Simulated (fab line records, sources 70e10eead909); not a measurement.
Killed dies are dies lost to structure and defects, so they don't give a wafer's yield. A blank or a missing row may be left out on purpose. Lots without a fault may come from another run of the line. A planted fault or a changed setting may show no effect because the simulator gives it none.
Which tool did it? | flow nand_harc | 24 lots, 72 wafers sampled, at 3 steps of a route of 1159

WHAT THE GAUGES READ, wafer by wafer
NHARC_A_CHANNEL_HOLE_D1_CD_MEAS_30.
lot  | measured     | on        | cd_nm (nm)
L074 | day 8 10:08  | cd_sem-03 | 90.1 90.7 88.8
L076 | day 8 19:47  | cd_sem-03 | 91.3 89.1 90.8
L075 | day 8 21:22  | cd_sem-01 | 90.2 90.3 91.3
L078 | day 9 03:30  | cd_sem-02 | 90.3 91.2 89.2
L077 | day 9 04:16  | cd_sem-02 | 90.9 90.0 90.5
L080 | day 9 21:53  | cd_sem-01 | 89.2 89.5 89.4
L079 | day 9 22:34  | cd_sem-02 | 90.0 90.9 89.9
L082 | day 10 08:59 | cd_sem-01 | 89.8 89.7 89.2
L083 | day 10 10:36 | cd_sem-02 | 88.5 90.0 88.3
L081 | day 10 13:08 | cd_sem-01 | 88.5 88.6 89.2
L085 | day 11 04:20 | cd_sem-02 | 91.1 90.0 91.6
L084 | day 11 04:31 | cd_sem-01 | 90.9 89.7 90.5
L087 | day 11 18:10 | cd_sem-01 | 87.9 88.8 89.0
L086 | day 11 17:43 | cd_sem-01 | 90.4 88.2 89.5
L088 | day 12 09:01 | cd_sem-03 | 88.7 90.5 90.4
L089 | day 12 09:23 | cd_sem-03 | 90.9 91.0 89.6
L090 | day 12 13:10 | cd_sem-01 | 88.8 91.0 89.7
L092 | day 12 13:41 | cd_sem-03 | 90.1 90.2 90.8
L091 | day 12 17:19 | cd_sem-01 | 90.3 89.7 90.8
L093 | day 13 00:35 | cd_sem-03 | 90.4 89.6 90.3
L094 | day 13 10:05 | cd_sem-03 | 89.9 88.4 88.8
L095 | day 13 21:11 | cd_sem-01 | 90.9 89.5 90.3
L097 | day 13 21:16 | cd_sem-01 | 90.6 90.5 91.1
L096 | day 14 02:33 | cd_sem-01 | 90.0 91.3 91.1

WHICH TOOL RAN EACH LOT (tool, then ch and the chambers of the sampled wafers, then the start)
lot  | NHARC_A_CHANNEL_HOLE_D1_ETCH_23  | NHARC_A_CHANNEL_HOLE_D1_ETCH_24
L074 | har_etch-02 ch 0,1, day 8 06:11  | har_etch-02 ch 0,1, day 8 06:53
L076 | har_etch-01 ch 0,1, day 8 15:41  | har_etch-01 ch 0,1, day 8 16:23
L075 | har_etch-02 ch 0,1, day 8 17:24  | har_etch-02 ch 0,1, day 8 18:07
L078 | har_etch-01 ch 0,1, day 8 22:55  | har_etch-01 ch 0,1, day 8 23:37
L077 | har_etch-02 ch 0,1, day 9 00:23  | har_etch-02 ch 0,1, day 9 01:07
L080 | har_etch-01 ch 0,1, day 9 17:45  | har_etch-01 ch 0,1, day 9 18:26
L079 | har_etch-02 ch 0,1, day 9 18:08  | har_etch-02 ch 0,1, day 9 18:50
L082 | har_etch-02 ch 0,1, day 10 05:05 | har_etch-02 ch 0,1, day 10 05:47
L083 | har_etch-01 ch 0,1, day 10 06:42 | har_etch-01 ch 0,1, day 10 07:26
L081 | har_etch-02 ch 0,1, day 10 09:00 | har_etch-02 ch 0,1, day 10 09:42
L085 | har_etch-01 ch 0,1, day 10 23:48 | har_etch-01 ch 0,1, day 11 00:30
L084 | har_etch-02 ch 0,1, day 10 23:54 | har_etch-02 ch 0,1, day 11 00:36
L087 | har_etch-02 ch 0,1, day 11 13:34 | har_etch-02 ch 0,1, day 11 14:16
L086 | har_etch-01 ch 0,1, day 11 13:42 | har_etch-01 ch 0,1, day 11 14:24
L088 | har_etch-01 ch 0,1, day 12 05:02 | har_etch-01 ch 0,1, day 12 05:44
L089 | har_etch-02 ch 0,1, day 12 05:16 | har_etch-02 ch 0,1, day 12 05:58
L090 | har_etch-01 ch 0,1, day 12 09:05 | har_etch-01 ch 0,1, day 12 09:46
L092 | har_etch-02 ch 0,1, day 12 09:28 | har_etch-02 ch 0,1, day 12 10:10
L091 | har_etch-01 ch 0,1, day 12 13:13 | har_etch-01 ch 0,1, day 12 13:55
L093 | har_etch-01 ch 0,1, day 12 20:31 | har_etch-01 ch 0,1, day 12 21:12
L094 | har_etch-02 ch 0,1, day 13 06:07 | har_etch-02 ch 0,1, day 13 06:49
L095 | har_etch-02 ch 0,1, day 13 17:07 | har_etch-02 ch 0,1, day 13 17:49
L097 | har_etch-01 ch 0,1, day 13 17:13 | har_etch-01 ch 0,1, day 13 17:55
L096 | har_etch-02 ch 0,1, day 13 22:32 | har_etch-02 ch 0,1, day 13 23:14
- NHARC_A_CHANNEL_HOLE_D1_ETCH_23: etches the open film in C4F8/O2/Ar, time 819 s, target depth 1600 nm.
- NHARC_A_CHANNEL_HOLE_D1_ETCH_24: etches the open film in C4F8/O2/Ar, time 906.2 s, target depth 1500 nm.

WHAT THE TOOLS THEMSELVES READ (means of the sampled wafers that have a number; where no wafer has one, the mark that the record gives instead)
NHARC_A_CHANNEL_HOLE_D1_ETCH_23.
lot  | tool        | drypump_motor_current_A (A) | showerhead_plenum_p_Torr (Torr) | throttle_valve_pct (%)
L074 | har_etch-02 | 5.78                        | 3.79                            | 32.154
L076 | har_etch-01 | 5.57                        | 3.76                            | 32.162
L075 | har_etch-02 | 5.78                        | 3.79                            | 32.146
L078 | har_etch-01 | 5.52                        | 3.72                            | 32.152
L077 | har_etch-02 | 5.74                        | 3.71                            | 32.159
L080 | har_etch-01 | 5.51                        | 3.72                            | 32.154
L079 | har_etch-02 | 5.79                        | 3.78                            | 32.154
L082 | har_etch-02 | 5.75                        | 3.70                            | 32.155
L083 | har_etch-01 | 5.56                        | 3.75                            | 32.163
L081 | har_etch-02 | 5.75                        | 3.70                            | 32.151
L085 | har_etch-01 | 5.56                        | 3.75                            | 32.165
L084 | har_etch-02 | 5.78                        | 3.77                            | 32.156
L087 | har_etch-02 | 5.78                        | 3.77                            | 32.157
L086 | har_etch-01 | 5.51                        | 3.71                            | 32.156
L088 | har_etch-01 | 5.52                        | 3.71                            | 32.159
L089 | har_etch-02 | 5.78                        | 3.77                            | 32.153
L090 | har_etch-01 | 5.49                        | 3.70                            | 32.148
L092 | har_etch-02 | 5.77                        | 3.69                            | 32.150
L091 | har_etch-01 | 5.52                        | 3.70                            | 32.152
L093 | har_etch-01 | 5.53                        | 3.70                            | 32.155
L094 | har_etch-02 | 5.76                        | 3.68                            | 32.148
L095 | har_etch-02 | 5.76                        | 3.68                            | 32.148
L097 | har_etch-01 | 5.51                        | 3.70                            | 32.158
L096 | har_etch-02 | 5.76                        | 3.68                            | 32.147

NHARC_A_CHANNEL_HOLE_D1_ETCH_24.
lot  | tool        | drypump_motor_current_A (A) | showerhead_plenum_p_Torr (Torr) | throttle_valve_pct (%)
L074 | har_etch-02 | 5.79                        | 3.79                            | 32.239
L076 | har_etch-01 | 5.56                        | 3.75                            | 32.240
L075 | har_etch-02 | 5.77                        | 3.78                            | 32.236
L078 | har_etch-01 | 5.51                        | 3.72                            | 32.241
L077 | har_etch-02 | 5.74                        | 3.70                            | 32.246
L080 | har_etch-01 | 5.50                        | 3.72                            | 32.240
L079 | har_etch-02 | 5.78                        | 3.78                            | 32.234
L082 | har_etch-02 | 5.76                        | 3.70                            | 32.228
L083 | har_etch-01 | 5.57                        | 3.74                            | 32.233
L081 | har_etch-02 | 5.76                        | 3.70                            | 32.232
L085 | har_etch-01 | 5.57                        | 3.74                            | 32.241
L084 | har_etch-02 | 5.79                        | 3.77                            | 32.243
L087 | har_etch-02 | 5.80                        | 3.76                            | 32.242
L086 | har_etch-01 | 5.50                        | 3.70                            | 32.240
L088 | har_etch-01 | 5.51                        | 3.70                            | 32.237
L089 | har_etch-02 | 5.78                        | 3.76                            | 32.241
L090 | har_etch-01 | 5.53                        | 3.70                            | 32.231
L092 | har_etch-02 | 5.75                        | 3.68                            | 32.239
L091 | har_etch-01 | 5.52                        | 3.70                            | 32.232
L093 | har_etch-01 | 5.51                        | 3.69                            | 32.237
L094 | har_etch-02 | 5.74                        | 3.68                            | 32.237
L095 | har_etch-02 | 5.74                        | 3.68                            | 32.234
L097 | har_etch-01 | 5.52                        | 3.69                            | 32.235
L096 | har_etch-02 | 5.75                        | 3.67                            | 32.235

THE ANSWER, worked out from the rows above alone
Rule: what is usual is taken from the lots themselves. Put in order of their means at a reading, lots are off if they are a third of the lots or fewer, leave a main group of 4 or more, and stand apart from it by a gap of 3 or more times the standard deviation of the main group's means; of several such gaps the widest counts. A main group whose means are all the same, to the digits that the tables above print for the reading, isn't used. A lot without any number at a reading at which 4 lots or more have one is off too. The other lots that the step has rows for count as sound. The gauges are gone through in route order, then the tools' own readings, and for those a lot's mean is taken as printed above. The first step at which some lot is off is used, and at that step the reading that is off furthest; a lot without a number counts as furthest.
No lot is off at any reading shown: from this, nothing can be told.

WHAT THE SIMULATOR HAD PUT IN
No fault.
